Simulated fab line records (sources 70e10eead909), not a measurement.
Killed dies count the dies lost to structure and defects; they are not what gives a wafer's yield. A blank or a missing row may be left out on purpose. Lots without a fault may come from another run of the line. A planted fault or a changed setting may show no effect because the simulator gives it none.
Chamber matching | flow nand-harc | 4 sister chambers for NHARC_A_CONTACT_ETCH_92 on rie-diel-02
The step etches the open film in CH3F/O2, target depth 40 nm, time 85.7 s. 14 wafers are shown with their chamber, then 7 later ones without.

## WAFERS PAIRED WITH THEIR CHAMBERS
wafer  | chamber | showerhead-plenum-p-Torr (Torr) | mfc-ar-sccm (sccm) | rf-vpp-V (V)
L075.1 | 1       | 2.55                            | 201.0              | 246.6
L075.3 | 2       | 2.50                            | 200.7              | 244.4
L075.6 | 0       | 2.66                            | 200.5              | 247.1
L079.2 | 1       | 2.54                            | 200.1              | 245.9
L079.3 | 0       | 2.65                            | 199.3              | 247.4
L079.6 | 0       | 2.65                            | 199.6              | 247.5
L082.2 | 2       | 2.49                            | 200.1              | 246.1
L082.3 | 0       | 2.65                            | 199.5              | 247.6
L082.5 | 2       | 2.49                            | 200.3              | 244.5
L085.1 | 1       | 2.54                            | 199.9              | 247.7
L085.3 | 0       | 2.65                            | 199.6              | 247.6
L085.6 | 0       | 2.65                            | 199.2              | 245.4
L089.3 | 2       | 2.48                            | 200.4              | 245.1
L089.5 | 3       | 2.64                            | 199.3              | 246.6

SIGNATURES (means of the wafers above)
reading                  | chamber 0 | chamber 1 | chamber 2 | chamber 3 | scatter within a chamber
showerhead-plenum-p-Torr | 2.6517    | 2.5433    | 2.4900    | 2.6400    | 0.00592
mfc-ar-sccm              | 199.617   | 200.333   | 200.375   | 199.300   | 0.441
rf-vpp-V                 | 247.100   | 246.733   | 245.025   | 246.600   | 0.843
Rule: a wafer's distance from a chamber is the root of the sum, over the readings, of the square of ((its reading less the chamber's mean) divided by the reading's scatter). The wafer belongs to the nearest chamber; if the next one is less than 2 further off, it can't be placed. How the scatter is found: for the shown wafers, subtract from each reading the mean of its chamber, square and add these, divide the total by (wafers less chambers), then take the root.

## WAFERS MISSING THEIR CHAMBER
wafer  | showerhead-plenum-p-Torr (Torr) | mfc-ar-sccm (sccm) | rf-vpp-V (V)
L089.6 | 2.64                            | 199.6              | 248.2
L096.2 | 2.48                            | 199.6              | 244.9
L096.3 | 2.63                            | 199.7              | 245.4
L096.4 | 2.64                            | 199.7              | 248.5
L096.1 | 2.53                            | 199.9              | 245.0
L096.5 | 2.48                            | 199.9              | 245.4
L096.6 | 2.63                            | 199.3              | 247.1

## WHICH CHAMBER EACH ONE RAN IN
wafer  | from the rows above     | in truth
L089.6 | can't be placed: 3 or 0 | 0
L096.2 | 2                       | 2
L096.3 | can't be placed: 3 or 0 | 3
L096.4 | can't be placed: 3 or 0 | 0
L096.1 | 1                       | 1
L096.5 | 2                       | 2
L096.6 | can't be placed: 3 or 0 | 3
Correct placement for 3 of the 7. These rows do not allow placing 4 (true chamber among the candidates in 4). Number placed wrongly: 0.
